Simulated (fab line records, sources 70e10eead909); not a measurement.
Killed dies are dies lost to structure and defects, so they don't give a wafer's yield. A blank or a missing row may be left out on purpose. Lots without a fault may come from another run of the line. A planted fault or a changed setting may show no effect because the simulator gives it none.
A struck lot beside a sound one | flow nand_harc | 26 steps out of a route of 1302
Sound: wafers L302.3, L302.5, L302.6. Struck: wafers L310.1, L310.3, L310.4. The cause comes at the end.
At each step with rows: each side's tool, then ch and its chambers, then its first start. Under that, the readings that differ: sound wafers | struck wafers | difference of the means | sigmas: that difference in standard deviations of wafers without a fault.
alike: readings whose means differ by less than 2 such deviations, and words and numbers that are the same on both sides. not compared: withheld readings, readings that some wafer has no value for, bounds like >300 that may hide the same value, and numbers for which the record gives no deviation and whose values overlap.
The two part at a step that has a row with sigmas, a row that says differs or no value, or rows on one side only. Numbers that don't overlap but have no deviation are shown without sigmas and don't part them. A reading that every wafer of one side lacks parts them only if that side has two wafers or more.

NHARC_A_CHANNEL_HOLE_D1_INSPECT_12:
  sound on defect_inspect-01, day 12 21:16; struck on defect_inspect-02, day 15 19:35
  alike: raw_defect_count
NHARC_A_CHANNEL_HOLE_D1_DESCUM_15: chemistry O2, time 3 s.
  sound on rie_diel-11 ch 0,1, day 12 21:19; struck on rie_diel-11 ch 0,1,2, day 15 19:39
  alike: drypump_motor_current_A, o2_flow_sccm, oes_product_au, rf_vpp_V, showerhead_plenum_p_Torr, throttle_valve_pct
  not compared: rf_hours_counter_h
NHARC_A_CHANNEL_HOLE_D1_ETCH_38: etches the open film in CF4, target depth 39 nm, time 65 s.
  sound on rie_diel-11 ch 0,1,2, day 12 21:25; struck on rie_diel-11 ch 0,2,3, day 15 19:44
  alike: bias_w, cf4_flow_sccm, drypump_motor_current_A, oes_product_au, rf_vpp_V, showerhead_plenum_p_Torr, throttle_valve_pct
  not compared: rf_hours_counter_h
NHARC_A_CHANNEL_HOLE_D1_ETCH_39: etches the open film in N2/H2, target depth 260 nm, time 325 s.
  sound on rie_diel-11 ch 0,1; struck on rie_diel-11 ch 1,2,3
  alike: bias_w, chamber_pressure_mTorr, drypump_motor_current_A, oes_product_au, rf_vpp_V, showerhead_plenum_p_Torr, throttle_valve_pct
  not compared: rf_hours_counter_h
then, 2 steps without rows for these wafers: NHARC_A_CHANNEL_HOLE_D1_ETCH_34 (etches the open film in CF4/CHF3, target depth 154 nm, time 77 s); NHARC_A_CHANNEL_HOLE_D1_ETCH_16 (etches the open film in O2/COS, target depth 3100 nm, time 806 s).
NHARC_A_CHANNEL_HOLE_D1_CD_MEAS_18:
  sound on cd_sem-01, day 12 22:26; struck on cd_sem-03, day 15 20:46
  alike: cd_nm
then, 1 step without rows for these wafers: NHARC_A_CHANNEL_HOLE_D1_ETCH_19 (etches the open film in C4F8/O2/Ar, time 34.5 s).
NHARC_A_CHANNEL_HOLE_D1_ETCH_20: etches the open film in C4F8/O2/Ar, time 361.9 s, target depth 1600 nm.
  sound on har_etch-02 ch 0,1, day 12 22:43; struck on har_etch-01 ch 0,1, day 15 21:54
  alike: c4f8_flow_sccm, chamber_pressure_mTorr, drypump_motor_current_A, o2_flow_sccm, showerhead_plenum_p_Torr, throttle_valve_pct
  not compared: rf_hours_counter_h
then, 2 steps without rows for these wafers: NHARC_A_CHANNEL_HOLE_D1_ETCH_21 (etches the open film in C4F8/O2/Ar, time 514.3 s, target depth 1600 nm); NHARC_A_CHANNEL_HOLE_D1_ETCH_22 (etches the open film in C4F8/O2/Ar, time 666.7 s, target depth 1600 nm).
NHARC_A_CHANNEL_HOLE_D1_ETCH_23: etches the open film in C4F8/O2/Ar, time 819 s, target depth 1600 nm.
  sound on har_etch-02 ch 0,1, day 13 00:11; struck on har_etch-01 ch 0,1, day 15 23:13
  alike: c4f8_flow_sccm, chamber_pressure_mTorr, drypump_motor_current_A, o2_flow_sccm, showerhead_plenum_p_Torr, throttle_valve_pct
  not compared: rf_hours_counter_h
NHARC_A_CHANNEL_HOLE_D1_ETCH_24: etches the open film in C4F8/O2/Ar, time 906.2 s, target depth 1500 nm.
  sound on har_etch-02 ch 0,1, day 13 00:53; struck on har_etch-01 ch 0,1, day 15 23:56
  no value came back on the struck wafers for any of 6 readings (c4f8_flow_sccm (sccm), chamber_pressure_mTorr (mTorr) and others); on the sound wafers c4f8_flow_sccm (sccm) reads 94.25 93.25 93.75
  not compared: rf_hours_counter_h
then, 6 steps without rows for these wafers: NHARC_A_CHANNEL_HOLE_D1_ETCH_25 (etches the open film in C4F8/O2/Ar, time 1040.2 s, target depth 1500 nm); NHARC_A_CHANNEL_HOLE_D1_ETCH_26 (etches the open film in C4F8/O2/Ar, time 224.1 s, target depth 300 nm); NHARC_A_CHANNEL_HOLE_D1_ETCH_33 (etches the open film in C4F8/O2/Ar, time 90 s, target depth 400 nm); NHARC_A_CHANNEL_HOLE_D1_STRIP_41 (strips in N2/H2); NHARC_A_CHANNEL_HOLE_D1_STRIP_42 (strips in CF4/CHF3); NHARC_A_CHANNEL_HOLE_D1_STRIP_43 (strips in O2/COS).
NHARC_A_CHANNEL_HOLE_D1_ETCH_44: etches the open film in CF4/O2, target depth 140 nm, overetch 14 nm, time 77 s.
  sound on rie_diel-09 ch 0,3, day 13 03:13; struck on rie_diel-09 ch 0,2,3, day 16 02:43
  reading                            | sound             | struck            | difference | sigmas
  model.A_CHANNEL_HOLE_D1.cd_nm (nm) | 92.85 89.26 92.36 | 99.62 99.78 95.94 | +6.96      |
  alike: bias_w, cf4_flow_sccm, drypump_motor_current_A, o2_flow_sccm, oes_product_au, rf_vpp_V, showerhead_plenum_p_Torr, throttle_valve_pct
  not compared: rf_hours_counter_h
then, 3 steps without rows for these wafers: NHARC_A_CHANNEL_HOLE_D1_STRIP_27 (strips in O2); NHARC_A_CHANNEL_HOLE_D1_PRECLEAN_28 (cleans in SC1); NHARC_A_CHANNEL_HOLE_D1_SRD_29.
NHARC_A_CHANNEL_HOLE_D1_CD_MEAS_30:
  sound on cd_sem-01, day 13 04:02; struck on cd_sem-02, day 16 03:34
  reading    | sound          | struck        | difference | sigmas
  cd_nm (nm) | 92.8 89.1 92.5 | 1.0 -0.4 -0.5 | -91.4      | -70
NHARC_A_CHANNEL_HOLE_D1_XSEM_31:
  sound on xsem-02 ch 0, day 13 04:08; struck on xsem-02 ch 0, day 16 03:39
  reading        | sound          | struck      | difference | sigmas
  bot_cd_nm (nm) | 76.2 72.6 76.5 | 1.3 0.2 0.0 | -74.6      | -53
  bow_nm (nm)    | 8.3 8.3 8.2    | 0.7 0.7 0.7 | -7.6       | -24
  alike: tilt_deg
NHARC_A_CHANNEL_HOLE_D1_INSPECT_40:
  sound on defect_inspect-01, day 13 04:13; struck on defect_inspect-01, day 16 03:45
  alike: raw_defect_count

WHERE THEY PART
First at NHARC_A_CHANNEL_HOLE_D1_ETCH_24; last, within this record, at NHARC_A_CHANNEL_HOLE_D1_XSEM_31. Later steps at which nothing parts them and some readings are alike: NHARC_A_CHANNEL_HOLE_D1_INSPECT_40.

WHY: what the simulator had put in
Skipped step whole: har_etch-01, from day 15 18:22 on, at NHARC_A_CHANNEL_HOLE_D1_ETCH_24. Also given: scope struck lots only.
